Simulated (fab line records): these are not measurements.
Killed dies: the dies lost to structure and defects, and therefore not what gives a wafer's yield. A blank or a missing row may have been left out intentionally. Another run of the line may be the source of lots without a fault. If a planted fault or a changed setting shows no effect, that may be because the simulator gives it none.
Chamber matching    flow nand-harc    NHARC_HYBRID_BOND_ACTIVATE_00 on rie-diel-11: 4 sister chambers
The step chemistry N2, time 60 s. 18 wafers are shown with their chamber, then 9 later ones without.

## WAFERS, EACH WITH ITS CHAMBER
wafer   chamber  showerhead-plenum-p-Torr (Torr)  drypump-motor-current-A (A)  oes-product-au (a.u.)
L417.1  1        1.69                             5.10                         1.018
L417.2  0        1.88                             5.89                         0.995
L417.6  0        1.88                             5.87                         1.001
L416.1  3        1.75                             5.74                         0.992
L416.2  1        1.69                             5.10                         1.014
L416.6  2        1.87                             5.55                         0.988
L421.2  2        1.87                             5.56                         1.000
L421.3  1        1.69                             5.11                         1.007
L421.4  0        1.88                             5.88                         1.006
L423.1  3        1.75                             5.75                         1.004
L423.5  3        1.75                             5.75                         1.006
L423.6  0        1.88                             5.89                         0.998
L425.1  1        1.69                             5.10                         1.021
L425.3  2        1.87                             5.58                         0.998
L425.5  3        1.75                             5.74                         1.014
L430.1  3        1.75                             5.76                         1.018
L430.3  1        1.69                             5.13                         0.996
L430.4  2        1.86                             5.56                         1.002

SIGNATURES (averages over the wafers above)
reading                   chamber 0  chamber 1  chamber 2  chamber 3  scatter within a chamber
showerhead-plenum-p-Torr  1.8800     1.6900     1.8675     1.7500     0.00231
drypump-motor-current-A   5.8825     5.1080     5.5625     5.7480     0.0111
oes-product-au            1.00000    1.01120    0.99700    1.00680    0.00839
Rule: for each reading, subtract the chamber's mean from the wafer's reading, divide by that reading's scatter and square the result; add these up over the readings and take the root, which gives the wafer's distance from the chamber. The wafer belongs to the nearest chamber; if the next one is less than 2 further off, it can't be placed. How the scatter is found: for the shown wafers, subtract from each reading the mean of its chamber, square and add these, divide the total by (wafers less chambers), then take the root.

## WAFERS WITH NO CHAMBER GIVEN
wafer   showerhead-plenum-p-Torr (Torr)  drypump-motor-current-A (A)  oes-product-au (a.u.)
L431.1  1.68                             5.08                         1.013
L431.5  1.86                             5.60                         1.018
L431.6  1.75                             5.74                         1.026
L432.1  1.86                             5.55                         1.013
L432.3  1.68                             5.12                         1.013
L432.5  1.88                             5.87                         0.996
L437.1  1.75                             5.77                         1.015
L437.4  1.68                             5.10                         1.003
L437.6  1.86                             5.57                         1.004

## THE CHAMBER EACH PASSED THROUGH
wafer   from the rows above  in truth
L431.1  1                    1
L431.5  2                    2
L431.6  3                    3
L432.1  2                    2
L432.3  1                    1
L432.5  0                    0
L437.1  3                    3
L437.4  1                    1
L437.6  2                    2
9 of 9 placed correctly. From these rows, 0 cannot be placed. 0 placed wrongly.
